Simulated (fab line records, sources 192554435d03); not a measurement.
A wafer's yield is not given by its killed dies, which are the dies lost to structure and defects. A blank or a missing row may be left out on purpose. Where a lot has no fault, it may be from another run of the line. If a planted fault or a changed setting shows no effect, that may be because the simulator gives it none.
fab line records | flow n5Finfet
record: lots: 6 wafers: 18 lastDay: 16
route steps=1938 shown BEOL_M8@1359 PASSIVATION@1936
lots that met no fault: from a run of the same line without faults
startH: hours from the record's opening day to when the first of the lot's shown wafers began | waitH: hours from the lot's prior step to this one | " as in the row above | L1.1+2: a single row standing in for several wafers | - either no value or no given start | * or withheld: withheld | < > ~ a bound
route shown NAME@n: names a module that has steps shown in the file, with the first one's number in the route | usual: the fault-free wafers' mean and standard deviation | same: alike in all rows | chamber/n: place in a boat | sites: each site's reading | _std_site: standard deviation of those values | _edge_site: inner sites' mean taken away from outer sites' mean | radiusMm: how far each site lies from the wafer's centre | mask NAME#n: copy n | behind: tool/chamber where the wafer was last shaped | hold: the reason the lot was held/the length of the hold in hours/how it ended | device: the n, p or np transistor that did not switch | end of line: tests run on the same wafers once the route is complete | a step given without rows: its recipe and nothing more | killed: not the wafer's yield, but the dies lost to structure and defects at the first sort | map: the dies of a wafer, with x for killed, . for not killed, _ for no die there
set.NAME: setting as actually run; set.NAME@STEP: the setting as run at that earlier step | model.NAME: the simulator's own value behind a step, which no gauge read
certain route steps with their lots: each step a table, each wafer a row
services: a tool's chamber out of use, with start hour (startH, from the record's first day; less than 0 if before it), hours out, and reason
== steps ==
step: N5_BEOL_M8_COAT_22
recipe: resist: CAR-EUV spinRpm: 1500 resistThkNm: 30
step: N5_BEOL_M8_EBR_24
recipe: solvent: PGMEA ebrWidthMm: 1.5
step: N5_BEOL_M8_SOFTBAKE_23
recipe: tempC: 110 timeS: 60 resist: CAR-EUV
step: N5_BEOL_M8_EXPOSE_25
recipe: maskId: V7 na: 0.33 sourceShape: annular sigmaInner: 0.4 sigmaOuter: 0.8 polarization: unpolarized targetCdNm: 40 doseMj: 42.5
step: N5_BEOL_M8_PEB_26
recipe: pebTempC: 100 pebTimeS: 60 resist: CAR-EUV
step: N5_BEOL_M8_DEVELOP_27
recipe: developTimeS: 30 developer: TMAH resist: CAR-EUV rinseLiquid: surfactantRinse dry: airSpin devTempC: 23
step: N5_BEOL_M8_CD_MEAS_28
recipe: targetCdNm: 40 landingEnergyEv: 500 detector: seInlens
usual: cdNm: 40.00/0.24
columns lot.wafer tool chamber startH waitH cdNm
L811.1 cdSem-01 0 228.30 - 40.52
L811.2 " 0 " " 40.29
L811.4 " 0 " " 39.69
L813.3 cdSem-01 0 234.62 - 40.07
L813.4 " 0 " " 39.86
L813.5 " 0 " " 40.02
L816.3 cdSem-02 0 261.20 - 39.98
L816.4 " 0 " " 39.74
L816.6 " 0 " " 39.78
L819.2 cdSem-02 0 261.40 - 40.03
L819.4 " 0 " " 39.97
L819.6 " 0 " " 39.99
L818.1 cdSem-02 0 261.57 - 40.21
L818.3 " 0 " " 40.15
L818.5 " 0 " " 39.84
L823.1 cdSem-01 0 295.15 - 39.97
L823.4 " 0 " " 39.76
L823.5 " 0 " " 39.45
step: N5_BEOL_M8_OVL_MEAS_29
recipe: pointsPerWafer: 522
usual: V7_OVL: -0.1/0.72
columns lot.wafer tool chamber startH waitH V7_OVL[nm]
L811.1 overlay-02 0 228.34 0.0 -0.9
L811.2 " 0 " " -0.9
L811.4 " 0 " " -0.7
L813.3 overlay-02 0 234.66 0.0 -0.1
L813.4 " 0 " " -0.5
L813.5 " 0 " " -1.2
L816.3 overlay-02 0 261.24 0.0 -0.3
L816.4 " 0 " " -1.2
L816.6 " 0 " " -0.4
L819.2 overlay-01 0 261.44 0.0 1.6
L819.4 " 0 " " 1.9
L819.6 " 0 " " 0.9
L818.1 overlay-02 0 261.60 0.0 -0.1
L818.3 " 0 " " 1.1
L818.5 " 0 " " 0.2
L823.1 overlay-02 0 295.18 0.0 0.1
L823.4 " 0 " " -0.7
L823.5 " 0 " " -0.5
step: N5_BEOL_M8_INSPECT_30
recipe: mode: adi inspectInstrument: brightfield
usual: rawDefectCount: 435/100
columns lot.wafer tool chamber startH waitH rawDefectCount
L811.1 defectInspect-02 - 228.39 0.1 338
L811.2 " - " " 482
L811.4 " - " " 431
L813.3 defectInspect-01 - 234.70 0.0 394
L813.4 " - " " 588
L813.5 " - " " 408
L816.3 defectInspect-01 - 261.29 0.0 340
L816.4 " - " " 459
L816.6 " - " " 505
L819.2 defectInspect-01 - 261.49 0.0 279
L819.4 " - " " 253
L819.6 " - " " 293
L818.1 defectInspect-02 - 261.66 0.1 299
L818.3 " - " " 412
L818.5 " - " " 481
L823.1 defectInspect-01 - 295.24 0.1 323
L823.4 " - " " 482
L823.5 " - " " 341
step: N5_BEOL_M8_DESCUM_33
recipe: chemistry: O2 timeS: 7 sourcePowerW: 50 biasPowerW: 20 pressureMtorr: 20 rfFrequencyHz: 2.712e+07 tempC: 40 resist: CAR-EUV o2FlowSccm: 225
usual: biasPowerW: 20.00/0.054 drypumpMotorCurrentA: 5.9/0.56 oesProductAu: 0.80/0.099 rfVppV: 243.0/1.5 showerheadPlenumPTorr: 2.08/0.078 throttleValvePct: 20.37/0.27
columns lot.wafer tool chamber startH waitH biasPowerW drypumpMotorCurrentA oesProductAu rfHoursCounterH rfVppV showerheadPlenumPTorr throttleValvePct
L811.1 rieDiel-01 3 228.47 0.1 19.99 5.9 0.99 2 244.5 2.13 20.01
L811.2 " 0 " " 20.03 6.2 0.93 24 245.4 2.22 19.96
L811.4 " 1 " " 19.96 5.2 0.71 194 243.4 2.07 20.65
L813.3 rieDiel-05 1 234.94 0.2 20.04 6.0 0.80 87 241.5 2.04 20.63
L813.4 " 3 " " 20.07 6.7 0.71 - 241.3 1.97 20.60
L813.5 " 0 " " 19.94 5.2 0.65 - 243.7 2.16 20.60
L816.3 rieDiel-06 3 261.50 0.2 20.06 4.8 0.73 167 241.9 1.99 20.32
L816.4 " 1 " " 20.00 5.8 0.90 18 244.0 2.15 20.19
L816.6 " 0 " " 19.99 6.4 0.71 - 243.2 2.00 20.73
L819.2 rieDiel-01 1 261.76 0.3 20.02 5.3 0.71 203 241.9 2.06 20.67
L819.4 " 0 " " 19.98 6.2 0.91 35 245.8 2.22 19.97
L819.6 " 3 " " 20.00 5.9 0.95 - 243.9 2.13 20.01
L818.1 rieDiel-01 3 262.26 0.6 20.00 5.9 0.95 14 242.6 2.12 20.00
L818.3 " 2 " " 19.97 6.7 0.74 203 243.9 2.10 20.52
L818.5 " 0 " " 20.03 6.2 0.91 - 245.3 2.22 19.97
L823.1 rieDiel-05 3 295.27 0.0 20.00 6.7 0.70 246 240.9 1.96 20.64
L823.4 " 0 " " 19.98 5.3 0.98 2 242.7 2.15 20.19
L823.5 " 3 " " 19.97 6.7 0.69 - 240.5 1.96 20.63
step: N5_BEOL_M8_ETCH_72
recipe: chemistry: N2/H2 target: underlayer targetDepthA: 65 maskMaterial: CAR-EUV timeS: 5.2 ionEnergyEv: 200 pressureMtorr: 30 sourceW: 840 biasW: 150 n2FlowSccm: 200 h2FlowSccm: 200 ends: cleared
usual: drypumpMotorCurrentA: 5.9/0.57 etchRfOnTimeS: 5.20/0.13 oesProductAu: 0.68/0.083 rfFwdPowerW: 819.9/2.5 rfVppV: 523.7/2.9 showerheadPlenumPTorr: 2.54/0.095 throttleValvePct: 17.84/0.23
columns lot.wafer tool chamber startH waitH drypumpMotorCurrentA etchRfOnTimeS oesProductAu rfFwdPowerW rfHoursCounterH rfVppV showerheadPlenumPTorr throttleValvePct
L811.1 rieDiel-01 3 228.51 0.0 5.9 5.05 0.85 820.3 2 525.0 2.60 17.42
L811.2 " 0 " " 6.2 5.08 0.80 821.7 24 529.4 2.72 17.59
L811.4 " 1 " " 5.3 5.15 0.62 821.0 194 523.1 2.52 18.10
L813.3 rieDiel-05 1 234.98 0.0 6.0 5.10 0.71 815.8 87 519.2 2.48 18.05
L813.4 " 3 " " 6.7 5.33 0.60 820.3 - 520.1 2.40 18.09
L813.5 " 0 " " 5.3 5.43 0.56 819.4 - 526.1 2.62 18.05
L816.3 rieDiel-06 3 261.54 0.0 4.8 5.10 0.63 820.0 167 521.8 2.44 17.95
L816.4 " 1 " " 5.8 5.37 0.76 824.2 18 524.5 2.61 17.65
L816.6 " 0 " " 6.4 5.39 0.60 821.0 - 521.5 2.43 18.07
L819.2 rieDiel-01 1 261.80 0.0 5.3 5.24 0.61 821.1 203 523.5 2.52 18.12
L819.4 " 0 " " 6.2 5.02 0.78 818.3 35 526.9 2.71 17.62
L819.6 " 3 " " 5.9 5.06 0.81 823.2 - 523.8 2.59 17.45
L818.1 rieDiel-01 3 262.30 0.0 5.9 5.03 0.81 816.1 14 526.4 2.59 17.43
L818.3 " 2 " " 6.7 5.28 0.62 823.1 203 521.8 2.53 17.86
L818.5 " 0 " " 6.2 5.09 0.79 823.3 - 525.3 2.71 17.62
L823.1 rieDiel-05 3 295.31 0.0 6.7 5.25 0.59 820.3 246 519.8 2.39 18.13
L823.4 " 0 " " 5.3 5.04 0.83 819.1 2 525.1 2.61 17.62
L823.5 " 3 " " 6.7 5.24 0.59 820.3 - 520.3 2.39 18.12
step: N5_BEOL_M8_ETCH_65
recipe: chemistry: CF4 target: SiARC targetDepthA: 156 maskMaterial: CAR-EUV timeS: 26 ionEnergyEv: 80 pressureMtorr: 40 sourceW: 545 biasW: 36 Ar_flow_sccm: 100 cf4FlowSccm: 100 ends: cleared
usual: drypumpMotorCurrentA: 5.9/0.56 etchRfOnTimeS: 25.9/0.67 oesProductAu: 0.68/0.083 rfFwdPowerW: 531.9/2.1 rfVppV: 184.0/1.1 showerheadPlenumPTorr: 2.13/0.073 throttleValvePct: 15.54/0.26
columns lot.wafer tool chamber startH waitH drypumpMotorCurrentA etchRfOnTimeS oesProductAu rfFwdPowerW rfHoursCounterH rfVppV showerheadPlenumPTorr throttleValvePct
L811.1 rieDiel-01 3 228.52 0.0 5.9 25.0 0.86 535.5 2 184.2 2.18 15.21
L811.2 " 0 " " 6.2 25.3 0.80 531.3 24 185.0 2.27 15.10
L811.4 " 1 " " 5.3 26.2 0.61 531.2 194 184.3 2.12 15.87
L813.3 rieDiel-05 1 234.99 0.0 6.0 25.4 0.70 530.1 87 183.7 2.08 15.65
L813.4 " 3 " " 6.7 26.5 0.60 530.2 - 182.4 2.03 15.84
L813.5 " 0 " " 5.3 27.2 0.56 532.2 - 184.4 2.19 15.76
L816.3 rieDiel-06 3 261.55 0.0 4.8 25.5 0.64 528.8 167 183.3 2.04 15.54
L816.4 " 1 " " 5.8 26.7 0.77 531.5 18 185.3 2.17 15.22
L816.6 " 0 " " 6.4 26.2 0.61 534.5 - 183.2 2.05 15.85
L819.2 rieDiel-01 1 261.81 0.0 5.2 25.8 0.62 530.1 203 182.8 2.11 15.88
L819.4 " 0 " " 6.2 25.1 0.79 530.7 35 187.1 2.26 15.14
L819.6 " 3 " " 5.9 24.5 0.82 532.3 - 183.0 2.18 15.24
L818.1 rieDiel-01 3 262.31 0.0 5.9 25.0 0.80 533.5 14 183.4 2.18 15.26
L818.3 " 2 " " 6.7 26.2 0.62 530.0 203 183.5 2.13 15.65
L818.5 " 0 " " 6.2 25.2 0.78 529.4 - 187.1 2.26 15.13
L823.1 rieDiel-05 3 295.32 0.0 6.7 26.1 0.60 531.3 246 183.9 2.03 15.88
L823.4 " 0 " " 5.2 25.0 0.83 531.8 3 184.3 2.18 15.27
L823.5 " 3 " " 6.8 26.1 0.59 530.9 - 183.4 2.03 15.88
step: N5_BEOL_M8_ETCH_66
recipe: chemistry: N2/H2 target: SOC targetDepthA: 800 overetchA: 160 maskMaterial: SiARC tempC: 40 timeS: 120 ionEnergyEv: 200 pressureMtorr: 30 sourceW: 840 biasW: 150 n2FlowSccm: 200 h2FlowSccm: 200
usual: drypumpMotorCurrentA: 5.9/0.56 oesProductAu: 0.61/0.068 rfFwdPowerW: 835/3.1 rfVppV: 523.6/2.8 showerheadPlenumPTorr: 2.54/0.095 throttleValvePct: 17.80/0.23
columns lot.wafer tool chamber startH waitH drypumpMotorCurrentA oesProductAu rfFwdPowerW rfHoursCounterH rfVppV showerheadPlenumPTorr throttleValvePct model.SiARC_of_BEOL_M8_COAT_64.thkNm model.BEOL_M8.cdNm
L811.1 rieDiel-01 3 228.55 0.0 5.9 0.73 832 2 525.1 2.60 17.40 6.2 40.2
L811.2 " 0 " " 6.2 0.71 827 24 528.3 2.72 17.53 6.2 40.6
L811.4 " 1 " " 5.3 0.55 837 194 523.8 2.52 18.04 6.4 40
L813.3 rieDiel-05 1 235.02 0.0 6.0 0.62 835 87 520.3 2.48 18.02 6.2 39.8
L813.4 " 3 " " 6.7 0.54 835 - 520.6 2.40 18.06 6.6 40.2
L813.5 " 0 " " 5.3 0.52 841 - 525.6 2.62 18.01 6.6 40.2
L816.3 rieDiel-06 3 261.58 0.0 4.8 0.57 843 168 520.8 2.44 17.89 6.2 39.6
L816.4 " 1 " " 5.8 0.69 837 18 524.0 2.61 17.60 6.6 39.6
L816.6 " 0 " " 6.4 0.55 834 - 521.1 2.43 18.00 6.6 39.8
L819.2 rieDiel-01 1 261.84 0.0 5.3 0.55 633 203 573.7 2.52 18.07 7.4 39.2
L819.4 " 0 " " 6.2 0.69 631 35 579.2 2.71 17.56 7.2 39.8
L819.6 " 3 " " 5.9 0.71 634 - 574.2 2.59 17.40 7.2 39.6
L818.1 rieDiel-01 3 262.34 0.0 5.9 0.71 642 14 574.6 2.59 17.41 7 39.6
L818.3 " 2 " " 6.7 0.57 636 203 572.5 2.53 17.84 7.2 39.2
L818.5 " 0 " " 6.2 0.69 633 - 577.2 2.71 17.57 7 40
L823.1 rieDiel-05 3 295.35 0.0 6.8 0.53 836 246 519.5 2.39 18.10 6.6 40.2
L823.4 " 0 " " 5.3 0.73 836 3 525.1 2.61 17.57 6.2 39.8
L823.5 " 3 " " 6.7 0.54 835 - 519.6 2.39 18.09 6.6 40
step: N5_BEOL_M8_STRIP_69
recipe: chemistry: N2/H2 tempC: 40 n2FlowSccm: 200 h2FlowSccm: 200 rfFrequencyHz: 6e+07
step: N5_BEOL_M8_STRIP_73
recipe: chemistry: N2/H2 tempC: 40 n2FlowSccm: 200 h2FlowSccm: 200 rfFrequencyHz: 6e+07
step: N5_BEOL_M8_VIA_ETCH_34
recipe: chemistry: C4F6/O2 target: SiCOH_lowk targetDepthA: 1255 maskMaterial: SOC taperDeg: 4 timeS: 50.5 ionEnergyEv: 250 pressureMtorr: 30 sourceW: 345 biasW: 185 Ar_flow_sccm: 300 C4F6_flow_sccm: 10 O2_flow_sccm: 10
usual: drypumpMotorCurrentA: 5.9/0.57 oes_ar_750_au: 0.80/0.091 oes_f_703_au: 0.80/0.094 oesProductAu: 0.80/0.097 rfFwdPowerW: 341.2/1.4 rfVppV: 660/10 showerheadPlenumPTorr: 2.83/0.099 throttleValvePct: 20.79/0.25
columns lot.wafer tool chamber startH waitH drypumpMotorCurrentA oes_ar_750_au oes_f_703_au oesProductAu rfFwdPowerW rfHoursCounterH rfVppV showerheadPlenumPTorr throttleValvePct model.BEOL_M8.cdNm
L811.1 rieDiel-01 3 228.65 0.0 5.9 0.99 1.01 0.99 343.0 2 650 2.90 20.50 40.4
L811.2 " 0 " " 6.2 0.93 0.94 0.94 341.9 25 663 3.02 20.47 40.8
L811.4 " 1 " " 5.2 0.73 0.73 0.72 338.5 194 668 2.81 21.07 40
L813.3 rieDiel-05 1 235.12 0.0 6.0 0.83 0.84 0.82 338.5 87 660 2.76 21.00 39.8
L813.4 " 3 " " 6.7 0.71 0.72 0.71 340.8 - 648 2.70 21.08 40.2
L813.5 " 0 " " 5.2 0.66 0.67 0.65 341.5 - 677 2.89 20.83 40
L816.3 rieDiel-06 3 261.68 0.0 4.8 0.75 0.77 0.75 341.0 168 648 2.73 20.84 39.6
L816.4 " 1 " " 5.8 0.90 0.88 0.90 341.0 18 660 2.89 20.48 39.6
L816.6 " 0 " " 6.4 0.72 0.74 0.72 341.0 - 642 2.72 21.07 40
L819.2 rieDiel-01 1 261.94 0.0 5.2 0.72 0.73 0.71 340.5 204 668 2.80 21.12 39.2
L819.4 " 0 " " 6.2 0.91 0.92 0.91 341.7 36 664 3.02 20.48 39.8
L819.6 " 3 " " 5.9 0.94 0.96 0.95 343.2 - 649 2.89 20.52 39.6
L818.1 rieDiel-01 3 262.44 0.0 5.9 0.94 0.95 0.94 340.1 14 649 2.89 20.51 39.6
L818.3 " 2 " " 6.7 0.73 0.73 0.74 342.6 203 669 2.82 20.79 39.2
L818.5 " 0 " " 6.2 0.91 0.92 0.91 339.2 - 664 3.02 20.48 40
L823.1 rieDiel-05 3 295.45 0.0 6.8 0.70 0.70 0.69 341.3 246 645 2.69 21.13 40.2
L823.4 " 0 " " 5.3 0.94 0.96 0.97 344.0 3 676 2.89 20.47 39.8
L823.5 " 3 " " 6.8 0.70 0.70 0.69 339.1 - 645 2.69 21.11 40
step: N5_BEOL_M8_STRIP_76
recipe: chemistry: C4F6/O2 resist: SiARC rfFrequencyHz: 6e+07
step: N5_PASSIVATION_PROBE_49
usual: defectLimitedYield: 91.4/1.4 killed_at_M0_to_M3: 33/11 killed_at_M4_up: 13/5.3 killedAtContacts: 13/6.1 killedAtFrontEnd: 40/11 killedAtOther: 2.9/2.7 killedDies: 102/17 killedOpen: 68/13 killedShort: 32/7.5 sort_bin_5_function: 5.1/0.98 sort_bin_6_memory: 3.2/0.69 sort_bin_8_speed: 0.1/1.1 sortNPass: 1077/21 sortYieldPct: 91.3/1.7
same: grossDies: 1180 killedAtBackSide: 0 sort_bin_4_leakage[%]: 0
columns lot.wafer tool chamber startH waitH defectLimitedYield[%] killed_at_M0_to_M3 killed_at_M4_up killedAtContacts killedAtFrontEnd killedAtOther killedDies killedOpen killedShort sort_bin_5_function[%] sort_bin_6_memory[%] sort_bin_8_speed[%] sortNPass sortYieldPct[%]
L811.1 prober-01 - 305.52 0.0 92.5 31 13 14 29 1 88 56 32 4.2 2.9 0 1092 92.5
L811.2 prober-01 - 305.57 0.1 91.9 32 6 18 31 9 96 66 28 4.3 3.6 0 1084 91.9
L811.4 prober-01 - 305.67 0.2 90.8 35 13 19 39 3 109 77 28 5.5 2.9 0 1071 90.8
L813.3 prober-02 - 316.87 0.1 92.1 29 10 7 44 3 93 67 23 4.7 2.9 0 1087 92.1
L813.4 prober-02 - 316.92 0.2 89.6 45 18 14 44 2 123 79 41 7.4 2.6 0 1057 89.6
L813.5 prober-02 - 316.97 0.2 91.7 40 12 10 34 2 98 59 39 4.9 3.0 0 1082 91.7
L823.1 prober-01 - 378.38 0.0 93.5 27 7 13 30 0 77 44 32 3.4 3.1 0 1103 93.5
L823.4 prober-01 - 378.53 0.2 92.0 29 4 12 45 4 94 55 36 4.5 2.8 0.1 1085 91.9
L823.5 prober-01 - 378.58 0.2 92.9 30 7 11 36 0 84 55 29 4.1 2.8 0 1096 92.9
killed by level:class
L811.1 MOL_CONTACT_COAG:geometricParticle:open=11 FIN_SAQP:geometricParticle:open=10 BEOL_M3:geometricParticle:open=9 FIN_SAQP:geometricParticle:short=6 BEOL_M1:geometricParticle:open=5 STARTING-WAFER:geometricParticle:short=4 BEOL_M4:geometricParticle:open=4 ILD0:geometricParticle:open=3
L811.2 MOL_CONTACT_COAG:geometricParticle:open=18 BEOL_M3:geometricParticle:open=11 FIN_SAQP:geometricParticle:open=8 MIM_TOP:geometricParticle:short=5 FIN_SAQP:geometricParticle:short=4 STI_FIN_REVEAL:geometricParticle:open=4 BEOL_M0_SAQP:geometricParticle:short=4 BEOL_M0:geometricParticle:open=4
L811.4 FIN_SAQP:geometricParticle:open=20 MOL_CONTACT_COAG:geometricParticle:open=16 BEOL_M1:geometricParticle:open=9 FIN_SAQP:geometricParticle:short=8 BEOL_M2:geometricParticle:open=7 BEOL_M3:geometricParticle:open=5 BEOL_M4:geometricParticle:open=5 BEOL_M0:geometricParticle:short=4
L813.3 STI_FIN_REVEAL:geometricParticle:open=8 BEOL_M0_SAQP:geometricParticle:open=8 BEOL_M3:geometricParticle:open=7 MOL_CONTACT_COAG:geometricParticle:open=6 BEOL_M1:geometricParticle:open=5 GATE_CUT:geometricParticle:short=5 BEOL_M2:geometricParticle:open=5 FIN_SAQP:geometricParticle:open=4
L813.4 MOL_CONTACT_COAG:geometricParticle:open=13 STI_FIN_REVEAL:geometricParticle:open=12 BEOL_M0_SAQP:geometricParticle:open=12 BEOL_M0_SAQP:geometricParticle:short=10 BEOL_M4:geometricParticle:open=8 FIN_SAQP:geometricParticle:open=7 BEOL_M1:geometricParticle:open=6 FIN_SAQP:geometricParticle:short=5
L813.5 BEOL_M0_SAQP:geometricParticle:open=11 BEOL_M0_SAQP:geometricParticle:short=10 FIN_SAQP:geometricParticle:open=8 BEOL_M3:geometricParticle:open=8 MOL_CONTACT_COAG:geometricParticle:open=7 FIN_SAQP:geometricParticle:short=6 STI_FIN_REVEAL:geometricParticle:open=6 BEOL_M1:geometricParticle:open=5
L823.1 MOL_CONTACT_COAG:geometricParticle:open=11 BEOL_M0_SAQP:geometricParticle:open=8 BEOL_M0_SAQP:geometricParticle:short=8 FIN_SAQP:geometricParticle:open=6 GATE_CUT:geometricParticle:short=6 BEOL_M1:geometricParticle:open=5 ILD0:geometricParticle:short=4 FIN_CUT:geometricParticle:short=3
L823.4 FIN_SAQP:geometricParticle:open=17 MOL_CONTACT_COAG:geometricParticle:open=11 BEOL_M0_SAQP:geometricParticle:short=8 GATE_CUT:geometricParticle:short=6 BEOL_M0_SAQP:geometricParticle:open=5 STARTING-WAFER:geometricParticle:short=5 FIN_SAQP:geometricParticle:short=4 BEOL_M1:geometricParticle:open=3
L823.5 MOL_CONTACT_COAG:geometricParticle:open=10 BEOL_M0_SAQP:geometricParticle:open=9 FIN_SAQP:geometricParticle:short=6 FIN_SAQP:geometricParticle:open=5 GATE_CUT:geometricParticle:open=5 BEOL_M0_SAQP:geometricParticle:short=5 BEOL_M2:geometricParticle:open=5 BEOL_M2:geometricParticle:short=5
== services ==
columns tool chamber startH hours kind
rieDiel-06 - 209.18 0.3 repair
rieDiel-06 - 210.01 4.8 repair
rieDiel-06 1 216.20 8.8 repair
rieDiel-06 2 216.94 4.0 repair
rieDiel-06 0 227.20 14.4 repair
rieDiel-05 - 236.83 0.2 repair
rieDiel-06 2 241.76 6.5 repair
rieDiel-01 1 255.42 3.4 repair
rieDiel-05 0 265.60 - clean
rieDiel-05 0 265.60 - consumableReplace:focusRing
rieDiel-05 0 265.60 22.7 scheduledDown
rieDiel-05 0 265.60 22.7 ventCycle
rieDiel-01 2 270.68 4.7 repair
rieDiel-05 - 273.86 14.6 pm
== key ==
firstSign: step: N5_BEOL_M8_ETCH_66 reading: rfFwdPowerW direction: down sigmas: 66 usual: * struck: *
effect: step: N5_BEOL_M8_ETCH_66 reading: rfVppV direction: up sigmas: 19 usual: 523.6 struck: 575.2
modelEffect: step: N5_BEOL_M8_ETCH_66 value: SiARC_of_BEOL_M8_COAT_64.thkNm without: 6.367 struck: 7.167
modelEffect: step: N5_BEOL_M8_VIA_ETCH_34 value: BEOL_M8.cdNm without: 40.13 struck: 39.57
metAt N5_BEOL_M8_ETCH_66
struckWafers L818.1,L818.3,L818.5,L819.2,L819.4,L819.6
onsetBetween 228.55 261.84
fault: kind: processParameterDrift tool: rieDiel-01 chamber: - onsetH: 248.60 steps: N5_BEOL_M8_ETCH_66 channel: sourceW offset: -201.6 shape: step endH: 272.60 actsIn: theseRecipesOnly stated: 840
